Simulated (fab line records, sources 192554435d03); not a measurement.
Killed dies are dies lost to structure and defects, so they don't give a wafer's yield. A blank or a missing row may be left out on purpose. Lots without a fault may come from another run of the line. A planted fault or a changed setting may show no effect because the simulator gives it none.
Chamber matching | flow n5_finfet | N5_BEOL_M9_CMP_52 on cmp-01: 4 sister chambers
The step polishes, stops on SiCOH lowk, t overpolish 7 s, target thk 140 nm. 36 wafers are shown with their chamber, then 12 later ones without.

WAFERS WITH THEIR CHAMBER
wafer  | chamber | motor_current_A (A) | time_to_endpoint_s (s) | barrier_field_endpoint_s (s)
L074.1 | 2       | 6.7                 | 70                     | 29.9
L074.4 | 0       | 5.6                 | 70                     | 29.5
L074.6 | 3       | 6.0                 | 70                     | 29.4
L075.2 | 0       | 5.8                 | 72                     | 31.1
L075.4 | 1       | 5.0                 | 66                     | 29.7
L075.5 | 3       | 5.9                 | 66                     | 29.2
L077.1 | 2       | 6.0                 | 68                     | 29.6
L077.2 | 0       | 5.8                 | 71                     | 29.4
L077.4 | 1       | 4.9                 | 65                     | 29.1
L078.1 | 0       | 6.0                 | 68                     | 29.9
L078.2 | 3       | 5.9                 | 60                     | 27.1
L078.4 | 1       | 5.1                 | 62                     | 28.6
L079.1 | 1       | 5.2                 | 61                     | 28.5
L079.4 | 2       | 6.3                 | 68                     | 29.6
L079.6 | 2       | 6.3                 | 66                     | 29.6
L080.2 | 1       | 5.0                 | 62                     | 28.4
L080.3 | 2       | 6.3                 | 69                     | 29.4
L080.4 | 3       | 6.0                 | 63                     | 28.8
L083.2 | 3       | 5.6                 | 69                     | 30.5
L083.5 | 2       | 6.4                 | 71                     | 31.3
L083.6 | 3       | 5.7                 | 63                     | 29.5
L086.1 | 0       | 5.8                 | 71                     | 29.3
L086.2 | 2       | 6.3                 | 70                     | 29.3
L086.3 | 1       | 5.3                 | 65                     | 28.1
L085.2 | 0       | 5.5                 | 66                     | 29.2
L085.4 | 1       | 5.4                 | 63                     | 28.9
L085.6 | 2       | 6.5                 | 68                     | 29.6
L087.1 | 3       | 5.9                 | 64                     | 29.2
L087.2 | 2       | 6.5                 | 67                     | 29.0
L087.5 | 3       | 6.0                 | 64                     | 29.2
L089.1 | 1       | 4.8                 | 65                     | 29.0
L089.4 | 3       | 5.8                 | 64                     | 29.8
L089.6 | 1       | 5.1                 | 62                     | 30.0
L088.1 | 2       | 6.4                 | 65                     | 29.6
L088.4 | 1       | 5.1                 | 60                     | 29.1
L088.5 | 2       | 6.3                 | 64                     | 29.8

SIGNATURES (means of the wafers above)
reading                  | chamber 0 | chamber 1 | chamber 2 | chamber 3 | scatter within a chamber
motor_current_A          | 5.750     | 5.090     | 6.364     | 5.867     | 0.169
time_to_endpoint_s       | 69.67     | 63.10     | 67.82     | 64.78     | 2.42
barrier_field_endpoint_s | 29.733    | 28.940    | 29.700    | 29.189    | 0.701
Rule: a wafer's distance from a chamber is the root of the sum, over the readings, of the square of ((its reading less the chamber's mean) divided by the reading's scatter). The wafer belongs to the nearest chamber; if the next one is less than 2 further off, it can't be placed. The scatter: the root of (the sum of the squares of (reading less its chamber's mean) over the shown wafers, divided by (wafers less chambers)).

WAFERS WITHOUT THEIR CHAMBER
wafer  | motor_current_A (A) | time_to_endpoint_s (s) | barrier_field_endpoint_s (s)
L090.1 | 6.0                 | 71                     | 30.1
L090.5 | 5.8                 | 70                     | 30.4
L090.6 | 5.2                 | 65                     | 29.9
L095.1 | 5.7                 | 66                     | 29.6
L095.3 | 5.3                 | 65                     | 28.3
L095.6 | 6.3                 | 69                     | 29.5
L097.1 | 5.9                 | 69                     | 28.9
L097.3 | 5.2                 | 65                     | 28.4
L097.6 | 6.0                 | 65                     | 28.4
L096.1 | 5.3                 | 63                     | 28.1
L096.3 | 6.5                 | 65                     | 28.8
L096.4 | 5.9                 | 66                     | 29.6

WHICH CHAMBER EACH WENT THROUGH
wafer  | from the rows above          | in truth
L090.1 | can't be placed: 0 or 2 or 3 | 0
L090.5 | can't be placed: 0 or 3      | 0
L090.6 | 1                            | 1
L095.1 | can't be placed: 3 or 0      | 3
L095.3 | can't be placed: 1 or 3      | 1
L095.6 | 2                            | 2
L097.1 | can't be placed: 0 or 3 or 2 | 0
L097.3 | 1                            | 1
L097.6 | can't be placed: 3 or 2 or 0 | 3
L096.1 | 1                            | 1
L096.3 | can't be placed: 2 or 3      | 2
L096.4 | can't be placed: 3 or 0      | 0
Placed correctly: 4 of 12. Can't be placed from these rows: 8 (the true chamber is among the candidates in 8). Placed wrongly: 0.
